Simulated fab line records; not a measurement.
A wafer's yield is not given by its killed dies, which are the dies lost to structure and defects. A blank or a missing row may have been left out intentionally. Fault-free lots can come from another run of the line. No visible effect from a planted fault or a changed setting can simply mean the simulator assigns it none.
Lot-split experiment	flow n5 finfet	route with 1938 steps; 7 lots, 21 wafers read

## ABOUT THE SPLIT
At N5_MIM_TOP_LITHO_EXPOSE_05 (exposes mask MIM TOP, target cd 2000 nm), the setting dose mj was moved away from the recipe's 20.5 on 9 of the 21 wafers read, by -7.5% to +6.9%. This setting was run at the recipe's value on the other wafers.

## FROM THE SPLIT TO THE READING: what the file shows between them, 3 steps
- N5_MIM_TOP_LITHO_PEB_06
- N5_MIM_TOP_LITHO_DEVELOP_07: develop time 60 s
- N5_MIM_TOP_LITHO_HARDBAKE_09: time 120 s

## THE READING
cd nm (nm) at N5_MIM_TOP_LITHO_CD_MEAS_08, where the cd target is 2000 nm. On this fab line, fault-free wafers typically give 2001.2 nm with a standard deviation of 2.1 nm.

wafer	tool, chamber at the split	dose mj as run	against the recipe	cd nm, nm	against lot-mates on the recipe
L078.4	krf scanner-02, 0	21.92	+6.9%	1990.6	-10.2
L078.5	krf scanner-02, 0	20.5	recipe	1999.3	-
L078.6	krf scanner-02, 0	20.5	recipe	2002.2	-
L082.3	krf scanner-01, 0	18.97	-7.5%	2014.9	+12.7
L082.4	krf scanner-01, 0	18.97	-7.5%	2017.7	+15.5
L082.5	krf scanner-01, 0	20.5	recipe	2002.2	-
L085.2	krf scanner-02, 0	20.5	recipe	1999.3	-
L085.3	krf scanner-02, 0	21.07	+2.8%	1996.2	-3.1
L085.5	krf scanner-02, 0	21.07	+2.8%	1996.9	-2.4
L089.1	krf scanner-02, 0	21.09	+2.9%	2000.5	-0.2
L089.2	krf scanner-02, 0	20.5	recipe	2000.7	-
L089.5	krf scanner-02, 0	21.09	+2.9%	1996.7	-4.0
L088.2	krf scanner-01, 0	20.5	recipe	2003.1	-
L088.3	krf scanner-01, 0	20.5	recipe	2001.2	-
L088.6	krf scanner-01, 0	20.5	recipe	1996.8	-
L091.1	krf scanner-01, 0	20.5	recipe	2001.9	-
L091.3	krf scanner-01, 0	20.5	recipe	2002.1	-
L091.5	krf scanner-01, 0	20.5	recipe	2000.8	-
L093.2	krf scanner-02, 0	20.07	-2.1%	2008.5	+3.5
L093.5	krf scanner-02, 0	20.5	recipe	2005.0	-
L093.6	krf scanner-02, 0	20.07	-2.1%	2008.3	+3.3

FIT RESULTS
A straight line over all 21 wafers: cd nm changes by -1.84 nm for each +1% of dose mj; r = -0.94; the points scatter about the line by 2.2 nm.
The same after taking each lot's own level away (the mean of its wafers on the recipe; 21 wafers): -1.61 nm for each +1%; r = -0.95; scatter 1.7 nm.
The reading moves by 12 nm for the largest change in dose mj, on that fit.
The lots' own levels span 1999.30 to 2005.00 nm, that is 2.7 times the standard deviation above.
Hence the slope depends on the lot-to-lot level, as the two fits are not the same.
Check: for one of the wafers moved furthest among these (-7.5%), held out of the fit, the line's prediction against its lot-mates is +12.6 nm. Against them it came out at +12.7 nm.

## OTHER SPLITS APPLIED TO THESE WAFERS
Before the reading, these wafers also passed through other splits. Each is held against what the fit with the lots' levels taken away leaves over:
other split on the same wafers	wafers away from the commonest value	r with cd nm (lot level and that fit taken away)
N5_BEOL_M14_PEB_08 peb time s	8	+0.02

## THE WHOLE CHAIN: every reading that the file lists as answering this split, in the file's order
step	what it does	reading	change (the file's fit)	r (the file's)
N5_MIM_TOP_LITHO_CD_MEAS_08	target cd 2000 nm	cd nm	-1.58 nm for each +1% of the setting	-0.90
N5_MIM_TOP_LITHO_DESCUM_10	chemistry O2, time 7.9 s	MIM_TOP_LITHO.cd nm (the simulator's own value, which no gauge read)	-1.58 nm for each +1% of the setting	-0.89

## THE FILE'S OWN FIT
cd nm changes by -1.58 nm for each +1% of dose mj, r = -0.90.
